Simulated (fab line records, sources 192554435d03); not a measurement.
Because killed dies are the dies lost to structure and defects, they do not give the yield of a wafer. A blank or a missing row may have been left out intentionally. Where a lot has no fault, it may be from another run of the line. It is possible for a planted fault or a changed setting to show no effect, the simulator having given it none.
Split-lot experiment + flow n5_finfet + 21 wafers read across 7 lots, on a route 1938 steps long

THE SPLIT
At N5_HKMG_FIN_ETCH_55 (etches SOC in N2/H2, target depth 240 nm, time 300 s), the setting bias_w was moved away from the recipe's 150 W on 6 of the 21 wafers read, by -6.7% to +14.1%. For the rest of the wafers, this setting stayed at what the recipe calls for.

The split's own step is where the reading is taken.

THE READING
rf_vpp_V, in V, at N5_HKMG_FIN_ETCH_55 (etches SOC in N2/H2, target depth 240 nm, time 300 s). Typical for fault-free wafers on this fab line: 524.3 V, with standard deviation 1.8 V.

| wafer  | tool, chamber at the split | bias_w as run, W | against the recipe | rf_vpp_V, V | against lot-mates on the recipe |
|--------|----------------------------|------------------|--------------------|-------------|---------------------------------|
| L074.2 | rie_diel-01, 3             | 150              | recipe             | 526.0       | -                               |
| L074.3 | rie_diel-01, 1             | 150              | recipe             | 525.2       | -                               |
| L074.4 | rie_diel-01, 0             | 150              | recipe             | 521.2       | -                               |
| L076.1 | rie_diel-04, 2             | 157.9            | +5.3%              | 542.2       | +16.8                           |
| L076.2 | rie_diel-04, 3             | 150              | recipe             | 526.8       | -                               |
| L076.5 | rie_diel-04, 0             | 150              | recipe             | 524.0       | -                               |
| L084.3 | rie_diel-04, 3             | 139.9            | -6.7%              | 503.6       | -21.0                           |
| L084.5 | rie_diel-04, 1             | 139.9            | -6.7%              | 503.1       | -21.5                           |
| L084.6 | rie_diel-04, 2             | 150              | recipe             | 524.6       | -                               |
| L085.1 | rie_diel-04, 1             | 150              | recipe             | 524.0       | -                               |
| L085.5 | rie_diel-04, 3             | 150              | recipe             | 526.1       | -                               |
| L085.6 | rie_diel-04, 0             | 150              | recipe             | 523.7       | -                               |
| L092.1 | rie_diel-04, 0             | 150              | recipe             | 523.5       | -                               |
| L092.2 | rie_diel-04, 2             | 141.9            | -5.4%              | 507.6       | -16.9                           |
| L092.3 | rie_diel-04, 1             | 150              | recipe             | 525.6       | -                               |
| L093.2 | rie_diel-04, 0             | 171.2            | +14.1%             | 568.0       | +43.9                           |
| L093.3 | rie_diel-04, 1             | 150              | recipe             | 524.1       | -                               |
| L093.4 | rie_diel-04, 0             | 171.2            | +14.1%             | 568.6       | +44.5                           |
| L091.1 | rie_diel-04, 1             | 150              | recipe             | 523.1       | -                               |
| L091.5 | rie_diel-04, 1             | 150              | recipe             | 524.6       | -                               |
| L091.6 | rie_diel-04, 0             | 150              | recipe             | 521.0       | -                               |

THE FIT
A straight line over all 21 wafers: rf_vpp_V changes by +3.13 V for each +1% of bias_w; r = +1.00; the points scatter about the line by 1.5 V.
The same after taking each lot's own level away (the mean of its wafers on the recipe; 21 wafers): +3.14 V for each +1%; r = +1.00; scatter 1.3 V.
According to that fit, moving bias_w by its largest amount changes the reading by 44 V.
The span of the lots' own levels, 522.90 to 525.40 V, comes to 1.4 times the standard deviation stated above.
The two slopes agree, so the slope changes little with the lot-to-lot level.
Check: for one of the wafers moved furthest among these (+14.1%), held out of the fit, the line's prediction against its lot-mates is +44.6 V. It came out at +43.9 V against them.
Tool readings at the split's step, against how far the setting was moved: rf_vpp_V r = +1.00.

OTHER SPLITS APPLIED TO THESE WAFERS
Before the reading, these wafers also passed through other splits. Each is held against what the fit with the lots' levels taken away leaves over:
| other split on the same wafers            | wafers away from the commonest value | r with rf_vpp_V (lot level and that fit taken away) |
|-------------------------------------------|--------------------------------------|-----------------------------------------------------|
| N5_PMOS_HMC_CHANNEL_EPI_PEB_07 peb_temp_c | 8                                    | -0.19                                               |
| N5_FIN_CUT_COAT_19 spin_rpm               | 6                                    | +0.20                                               |
| N5_DUMMY_GATE_ETCH_42 bias_w              | 8                                    | +0.12                                               |
| N5_SD_EPI_N_EPI_21 temp_c                 | 6                                    | +0.29                                               |
| N5_SD_EPI_P_COAT_03 spin_rpm              | 9                                    | -0.01                                               |
| N5_HKMG_FIN_ETCH_54 source_w              | 8                                    | -0.02                                               |

THE FILE'S OWN FIT
rf_vpp_V changes by +3.14 V for each +1% of bias_w, r = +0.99.
